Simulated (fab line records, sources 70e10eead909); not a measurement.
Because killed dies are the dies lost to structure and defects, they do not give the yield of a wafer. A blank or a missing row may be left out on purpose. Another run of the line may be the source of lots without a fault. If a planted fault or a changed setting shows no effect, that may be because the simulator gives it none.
Comparing a struck lot with a sound one    flow nandHarc    14 out of 1159 route steps
Sound: the wafers L580.1, L580.4, L580.6. Struck: wafer L587.3 (left out: L587.1, L587.4 of the same lot, which were not struck); the cause appears at the end.
Each step with rows lists, per side, the tool, then ch with its chambers, then its first start. Under that, the readings that differ: sound wafers    struck wafers    difference of the means    sigmas: that difference in standard deviations of wafers without a fault.
alike: words and numbers the same on both sides, and readings whose means are apart by under 2 such deviations; not compared: readings that were withheld, readings missing a value for some wafer, numbers with overlapping values and no deviation given by the record, and bounds like >300 which may hide the same value.
A row with sigmas, a row that says differs or no value, or rows on one side alone: a step with any of these is where the two part. Numbers that have no deviation but don't overlap get no sigmas and don't part them. A reading missing from all wafers of one side parts the sides only when that side holds two or more wafers.

NHARC_P_GATE_RTA_82: time 30 s.
  sound on rtpAnneal-02 ch 0, day 7 10:50; struck on rtpAnneal-01 ch 0, day 9 06:40
  alike: lampPowerPct, lamp_zone_6_pct, wafer_temp_C_max
NHARC_P_GATE_INSPECT_68:
  struck on defectInspect-01, day 9 06:52; sound on defectInspect-01, day 7 11:02
  alike: rawDefectCount
NHARC_P_CONTACT_DEP_30: deposits SiNx, target thk 30 nm.
  sound on pecvd-04 ch 0,1,2, day 7 11:11; struck on pecvd-01 ch 2, day 9 06:58
  alike: heaterPowerW
NHARC_P_CONTACT_DEP_00: deposits SiO2, target thk 500 nm.
  sound: pecvd-04 ch 0,1,2; struck: pecvd-01 ch 2
  alike: heaterPowerW, throttleValvePct
NHARC_P_CONTACT_CMP_01: polishes SiO2, target thk 200 nm.
  sound on cmp-03 ch 1,2, day 7 11:53; struck on cmp-01 ch 0, day 9 07:40
  alike: motorCurrentA
then, 6 steps without rows for these wafers: NHARC_P_CONTACT_SRD_03; NHARC_P_CONTACT_DEHYDRATE_04 (time 120 s); NHARC_P_CONTACT_HMDS_05 (time 30 s); NHARC_P_CONTACT_COAT_33 (time 75 s); NHARC_P_CONTACT_COAT_34 (time 65 s); NHARC_P_CONTACT_COAT_06 (resist thk 90 nm).
NHARC_P_CONTACT_SOFTBAKE_07: time 55 s.
  sound on lithoTrack-06 ch 0, day 7 12:00; struck on lithoTrack-06 ch 0, day 9 08:00
reading                sound                 struck  difference  sigmas
heaterPowerTotalW (W)  188.44 188.43 188.75  202.22  +13.68      +91
  alike: chillPlateTempC
  not compared: plateTempC
after that, 1 step had no rows for these wafers: NHARC_P_CONTACT_EBR_08.
-- jump in the record: it breaks off in module P_CONTACT and resumes in module END (first step shown: number 1159 of the route), and 14 days separate the struck wafers' starts before and after --
NHARC_END_SORT_01:
  at this point the record logs the struck wafers (prober-02 ch 0, day 23 03:34) and has no rows for the sound ones

== WHERE THEY PART ==
At NHARC_P_CONTACT_SOFTBAKE_07 first; at NHARC_END_SORT_01 last (within this record only).

WHY: what had been put in by the simulator
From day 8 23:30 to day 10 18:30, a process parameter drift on lithoTrack-06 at NHARC_P_CONTACT_SOFTBAKE_07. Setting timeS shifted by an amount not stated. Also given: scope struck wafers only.
